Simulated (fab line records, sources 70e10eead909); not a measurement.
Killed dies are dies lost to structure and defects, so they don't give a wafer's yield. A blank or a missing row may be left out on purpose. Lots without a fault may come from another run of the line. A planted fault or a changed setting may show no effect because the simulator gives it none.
Chamber matching | flow nand_harc | NHARC_P_BONDPAD_ACTIVATE_29 on rie_diel-06: 4 sister chambers
The step chemistry N2, time 60 s. 20 wafers are shown with their chamber, then 10 later ones without.

WAFERS WITH THEIR CHAMBER
wafer  | chamber | drypump_motor_current_A (A) | oes_product_au (a.u.) | rf_vpp_V (V)
L075.2 | 1       | 5.7                         | 0.985                 | 65.1
L075.4 | 2       | 5.5                         | 1.005                 | 64.5
L075.5 | 2       | 5.5                         | 1.006                 | 64.4
L076.1 | 2       | 5.5                         | 1.007                 | 64.9
L076.2 | 3       | 6.1                         | 0.990                 | 64.6
L076.6 | 2       | 5.5                         | 1.005                 | 61.3
L079.4 | 3       | 6.1                         | 0.989                 | 62.9
L079.5 | 2       | 5.5                         | 1.012                 | 63.5
L079.6 | 3       | 6.1                         | 0.999                 | 64.0
L081.2 | 2       | 5.5                         | 0.997                 | 64.6
L081.4 | 0       | 4.7                         | 0.994                 | 64.0
L081.5 | 2       | 5.5                         | 1.011                 | 62.4
L082.1 | 0       | 4.7                         | 0.976                 | 63.8
L082.3 | 3       | 6.2                         | 0.991                 | 62.0
L082.4 | 2       | 5.5                         | 1.009                 | 62.8
L084.3 | 3       | 6.1                         | 0.990                 | 64.2
L084.4 | 0       | 4.7                         | 0.999                 | 63.9
L084.5 | 2       | 5.5                         | 1.008                 | 64.3
L085.1 | 2       | 5.5                         | 1.001                 | 65.1
L085.2 | 3       | 6.2                         | 0.984                 | 63.9

SIGNATURES (means of the wafers above)
reading                 | chamber 0 | chamber 1 | chamber 2 | chamber 3 | scatter within a chamber
drypump_motor_current_A | 4.700     | 5.700     | 5.500     | 6.133     | 0.0289
oes_product_au          | 0.98967   | 0.98500   | 1.00610   | 0.99050   | 0.00609
rf_vpp_V                | 63.900    | 65.100    | 63.780    | 63.600    | 1.08
Rule: a wafer's distance from a chamber is the root of the sum, over the readings, of the square of ((its reading less the chamber's mean) divided by the reading's scatter). The wafer belongs to the nearest chamber; if the next one is less than 2 further off, it can't be placed. The scatter: the root of (the sum of the squares of (reading less its chamber's mean) over the shown wafers, divided by (wafers less chambers)).

WAFERS WITHOUT THEIR CHAMBER
wafer  | drypump_motor_current_A (A) | oes_product_au (a.u.) | rf_vpp_V (V)
L085.6 | 5.7                         | 0.996                 | 63.4
L087.2 | 5.5                         | 1.010                 | 64.8
L087.4 | 6.1                         | 0.983                 | 63.7
L087.6 | 6.2                         | 0.990                 | 63.9
L089.3 | 5.5                         | 1.011                 | 64.0
L089.4 | 5.7                         | 1.017                 | 63.3
L089.6 | 4.7                         | 1.001                 | 64.2
L094.2 | 6.2                         | 1.005                 | 63.8
L094.4 | 5.7                         | 0.988                 | 63.8
L094.5 | 6.1                         | 0.994                 | 62.3

WHICH CHAMBER EACH WENT THROUGH
wafer  | from the rows above     | in truth
L085.6 | 1                       | 1
L087.2 | 2                       | 2
L087.4 | 3                       | 3
L087.6 | 3                       | 3
L089.3 | 2                       | 2
L089.4 | can't be placed: 1 or 2 | 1
L089.6 | 0                       | 0
L094.2 | 3                       | 3
L094.4 | 1                       | 1
L094.5 | 3                       | 3
Placed correctly: 9 of 10. Can't be placed from these rows: 1 (the true chamber is among the candidates in 1). Placed wrongly: 0.
